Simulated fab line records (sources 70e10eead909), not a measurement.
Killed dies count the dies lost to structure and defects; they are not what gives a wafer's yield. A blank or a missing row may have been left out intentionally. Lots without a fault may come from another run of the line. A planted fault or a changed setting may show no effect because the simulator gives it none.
A lot that was struck, set against a sound lot || flow nand_harc || 14 steps out of a route of 1159
Sound: wafers L104.1, L104.3, L104.5. Struck: wafer L113.4 (L113.5, L113.6, from the same lot, were not struck and are left out); the cause is given at the end.
At each step with rows: each side's tool, then ch and its chambers, then its first start. Under that, the readings that differ: sound wafers || struck wafers || difference of the means || sigmas: that difference in standard deviations of wafers without a fault.
alike: readings with means less than 2 such deviations apart, plus words and numbers identical on both sides. not compared: withheld readings, readings lacking a value on some wafer, bounds such as >300 that could conceal the same value, and numbers that have no deviation in the record and whose values overlap.
Wherever a step has rows on one side only, a row that says differs or no value, or a row with sigmas, the two part there. Numbers that have no deviation but don't overlap get no sigmas and don't part them. A reading missing from all wafers of one side parts the sides only when that side holds two or more wafers.

first, 8 steps without rows for these wafers: NHARC_A_CHANNEL_HOLE_D1_COAT_36 (time 75 s); NHARC_A_CHANNEL_HOLE_D1_COAT_37 (time 65 s); NHARC_A_CHANNEL_HOLE_D1_COAT_04 (resist thk 90 nm); NHARC_A_CHANNEL_HOLE_D1_SOFTBAKE_05 (time 55 s); NHARC_A_CHANNEL_HOLE_D1_EBR_06; NHARC_A_CHANNEL_HOLE_D1_EXPOSE_07 (exposes mask HOLE D1, target cd 100 nm); NHARC_A_CHANNEL_HOLE_D1_PEB_08 (peb time 65 s); NHARC_A_CHANNEL_HOLE_D1_DEVELOP_09 (develop time 35 s).
NHARC_A_CHANNEL_HOLE_D1_CD_MEAS_10 targets a cd of 100 nm.
  sound on cd_sem-03 ch 0, day 8 15:38; struck on cd_sem-01 ch 0, day 10 18:39
  alike: cd_nm
NHARC_A_CHANNEL_HOLE_D1_OVL_MEAS_11:
  struck on overlay-01, day 10 18:44; sound on overlay-01, day 8 15:44
  alike: overlay_x_nm, overlay_y_nm
NHARC_A_CHANNEL_HOLE_D1_INSPECT_12:
  struck on defect_inspect-01, day 10 18:46; sound on defect_inspect-01, day 8 15:46
{"reading": "raw_defect_count", "sound": "4 2 4", "struck": 10, "difference": "+7", "sigmas": "+3"}
NHARC_A_CHANNEL_HOLE_D1_DESCUM_15: chemistry O2, time 3 s.
  sound on rie_diel-01 ch 0,1, day 8 15:50; struck on rie_diel-10 ch 0, day 10 18:50
{"reading": "rf_vpp_V (V)", "sound": "58.0 58.2 59.1", "struck": 55.6, "difference": -2.8, "sigmas": -3}
  alike: drypump_motor_current_A, oes_product_au, showerhead_plenum_p_Torr, throttle_valve_pct
  not compared: rf_hours_counter_h
NHARC_A_CHANNEL_HOLE_D1_ETCH_38: etches the open film in CF4, target depth 39 nm, time 65 s.
  sound on rie_diel-01 ch 1,2, day 8 15:55; struck on rie_diel-10 ch 0, day 10 18:55
{"reading": "oes_product_au (a.u.)", "sound": "1.003 1.004 0.987", "struck": 0.856, "difference": -0.142, "sigmas": -16}
  alike: bias_w, drypump_motor_current_A, rf_vpp_V, showerhead_plenum_p_Torr, throttle_valve_pct
  not compared: rf_hours_counter_h
NHARC_A_CHANNEL_HOLE_D1_ETCH_39: etches the open film in N2/H2, target depth 260 nm, time 325 s.
  sound on rie_diel-01 ch 0,3; struck on rie_diel-10 ch 0
  alike: bias_w, drypump_motor_current_A, n2_flow_sccm, oes_product_au, rf_vpp_V, showerhead_plenum_p_Torr, throttle_valve_pct
  not compared: rf_hours_counter_h

== WHERE THEY PART ==
At NHARC_A_CHANNEL_HOLE_D1_INSPECT_12 first; at NHARC_A_CHANNEL_HOLE_D1_ETCH_38 last (within this record only). Later steps at which nothing parts them and some readings are alike: NHARC_A_CHANNEL_HOLE_D1_ETCH_39.

WHY: whatever the simulator had introduced
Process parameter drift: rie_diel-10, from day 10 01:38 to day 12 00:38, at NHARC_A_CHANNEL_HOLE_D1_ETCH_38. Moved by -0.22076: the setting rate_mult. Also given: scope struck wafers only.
